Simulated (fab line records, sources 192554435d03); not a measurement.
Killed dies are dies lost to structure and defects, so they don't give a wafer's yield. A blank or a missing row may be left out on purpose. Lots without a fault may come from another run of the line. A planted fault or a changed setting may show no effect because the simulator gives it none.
Which tool did it? | flow n5_finfet | 24 lots, 72 wafers sampled, at 3 steps of a route of 1938

WHAT THE GAUGES READ, wafer by wafer
N5_HKMG_FIN_INSPECT_61: inspects for defects (macro). Usual: raw_defect_count 2.5, standard deviation 1.5.
lot  | measured    | on                | raw_defect_count | flag
L074 | day 3 23:20 | defect_inspect-02 | 0 1 3            |
L075 | day 4 08:46 | defect_inspect-02 | 1 2 4            |
L076 | day 4 17:26 | defect_inspect-01 | 1 0 3            |
L077 | day 4 18:14 | defect_inspect-01 | 3 3 1            |
L078 | day 5 01:32 | defect_inspect-01 | 1 1 3            |
L079 | day 5 05:43 | defect_inspect-02 | 2 3 2            |
L080 | day 5 10:29 | defect_inspect-02 | 1 4 0            |
L081 | day 5 20:28 | defect_inspect-02 | 1 4 1            |
L082 | day 5 22:53 | defect_inspect-02 | 1 2 6            |
L083 | day 6 05:17 | defect_inspect-01 | 1 2 1            |
L084 | day 6 13:20 | defect_inspect-02 | 2 1 2            |
L085 | day 6 20:08 | defect_inspect-01 | 4 2 4            |
L086 | day 7 04:38 | defect_inspect-01 | 0 8 2            |
L087 | day 7 06:14 | defect_inspect-01 | 2 3 1            |
L088 | day 7 16:02 | defect_inspect-01 | 3 5 3            |
L089 | day 7 17:20 | defect_inspect-02 | 5 3 2            |
L090 | day 7 23:22 | defect_inspect-02 | 4 3 3            |
L091 | day 8 05:54 | defect_inspect-01 | 2 1 3            |
L092 | day 8 09:11 | defect_inspect-02 | 0 2 1            |
L093 | day 8 19:55 | defect_inspect-02 | 2 4 0            |
L094 | day 8 22:22 | defect_inspect-01 | 6 5 4            |
L095 | day 9 10:49 | defect_inspect-01 | 2 1 2            |
L096 | day 9 13:52 | defect_inspect-02 | 2 3 1            |
L097 | day 9 22:14 | defect_inspect-01 | 4 1 3            |

N5_HKMG_FIN_THK_MEAS_70: measures by xrf. Usual: HK_THK 1.614 nm, standard deviation 0.019.
lot  | measured     | on            | HK_THK (nm)       | flag
L074 | day 4 01:47  | film_metro-02 | 1.647 1.586 1.639 |
L075 | day 4 11:29  | film_metro-01 | 1.628 1.622 1.634 |
L076 | day 4 19:58  | film_metro-01 | 1.606 1.598 1.610 |
L077 | day 4 21:01  | film_metro-02 | 1.601 1.595 1.621 |
L078 | day 5 04:50  | film_metro-02 | 1.580 1.620 1.634 |
L079 | day 5 08:20  | film_metro-01 | 1.624 1.598 1.632 |
L080 | day 5 13:25  | film_metro-01 | 1.655 1.640 1.654 |
L081 | day 5 22:57  | film_metro-02 | 1.624 1.632 1.616 |
L082 | day 6 01:44  | film_metro-01 | 1.622 1.624 1.613 |
L083 | day 6 08:05  | film_metro-02 | 1.617 1.606 1.586 |
L084 | day 6 16:05  | film_metro-02 | 1.613 1.560 1.649 |
L085 | day 6 22:41  | film_metro-02 | 1.635 1.566 1.612 |
L086 | day 7 07:23  | film_metro-02 | 1.628 1.607 1.614 |
L087 | day 7 08:46  | film_metro-01 | 1.593 1.618 1.620 |
L088 | day 7 18:30  | film_metro-02 | 1.622 1.591 1.608 |
L089 | day 7 20:11  | film_metro-01 | 1.608 1.623 1.624 |
L090 | day 8 01:52  | film_metro-01 | 1.608 1.622 1.641 |
L091 | day 8 08:20  | film_metro-02 | 1.604 1.589 1.576 |
L092 | day 8 11:41  | film_metro-01 | 1.644 1.620 1.639 |
L093 | day 8 22:23  | film_metro-01 | 1.622 1.633 1.601 |
L094 | day 9 01:07  | film_metro-02 | 1.613 1.600 1.573 |
L095 | day 9 13:39  | film_metro-01 | 1.619 1.626 1.637 |
L096 | day 9 16:20  | film_metro-02 | 1.603 1.599 1.626 |
L097 | day 10 00:41 | film_metro-02 | 1.614 1.588 1.582 |

N5_HKMG_FIN_OVL_MEAS_13. Usual: NWFM_OVL -0.8 nm, standard deviation 0.83.
lot  | measured     | on         | NWFM_OVL (nm)  | flag
L074 | day 4 02:34  | overlay-02 | 0.8 -1.3 -1.9  |
L075 | day 4 12:23  | overlay-02 | -0.9 0.2 0.8   |
L076 | day 4 20:52  | overlay-02 | -0.4 -0.9 -0.7 |
L077 | day 4 21:55  | overlay-01 | -0.2 -1.3 0.1  |
L078 | day 5 05:37  | overlay-02 | -1.4 -0.8 -1.4 |
L079 | day 5 09:07  | overlay-01 | -1.5 -1.1 -1.5 |
L080 | day 5 14:11  | overlay-02 | -1.3 0.6 -0.3  |
L081 | day 5 23:51  | overlay-01 | -0.8 -2.1 -1.7 |
L082 | day 6 02:38  | overlay-02 | -1.5 -0.7 -0.6 |
L083 | day 6 08:59  | overlay-02 | -0.9 -1.3 -0.9 |
L084 | day 6 17:00  | overlay-01 | -2.0 -1.0 -1.2 |
L085 | day 6 23:28  | overlay-01 | -1.6 -1.7 0.6  |
L086 | day 7 08:18  | overlay-01 | -1.1 -0.8 -1.9 |
L087 | day 7 09:40  | overlay-02 | -0.1 -0.9 -0.5 |
L088 | day 7 19:17  | overlay-02 | 0.0 -1.0 -1.8  |
L089 | day 7 21:05  | overlay-02 | -2.1 -1.2 -1.2 |
L090 | day 8 02:39  | overlay-02 | 0.1 -1.1 -0.8  |
L091 | day 8 09:07  | overlay-02 | -0.7 -0.5 0.3  |
L092 | day 8 12:35  | overlay-02 | -2.2 -0.5 -1.1 |
L093 | day 8 23:17  | overlay-02 | -1.0 -1.1 -0.9 |
L094 | day 9 01:55  | overlay-02 | 0.8 1.1 -0.7   |
L095 | day 9 14:26  | overlay-02 | -0.3 -0.4 -0.3 |
L096 | day 9 17:14  | overlay-01 | -0.6 -1.6 -0.5 |
L097 | day 10 01:35 | overlay-01 | 0.3 0.1 0.4    |

WHICH TOOL RAN EACH LOT (tool, then ch and the chambers of the sampled wafers, then the start)
The record holds no process step before these readings.

WHAT THE TOOLS THEMSELVES READ (means of the sampled wafers that have a number; where no wafer has one, the mark that the record gives instead)
The record holds no such reading with a usual standard deviation.

THE ANSWER, worked out from the rows above alone
Rule: a lot is off if the mean of its wafers that have a number lies more than 3 standard deviations from the usual mean. A lot without any number at a reading at which 4 lots or more have one is off too. The other lots that the step has rows for count as sound. The gauges are gone through in route order, then the tools' own readings, and for those a lot's mean is taken as printed above. The first step at which some lot is off is used, and at that step the reading that is off furthest; a lot without a number counts as furthest.
No lot is off at any reading shown: from this, nothing can be told.

WHAT THE SIMULATOR HAD PUT IN
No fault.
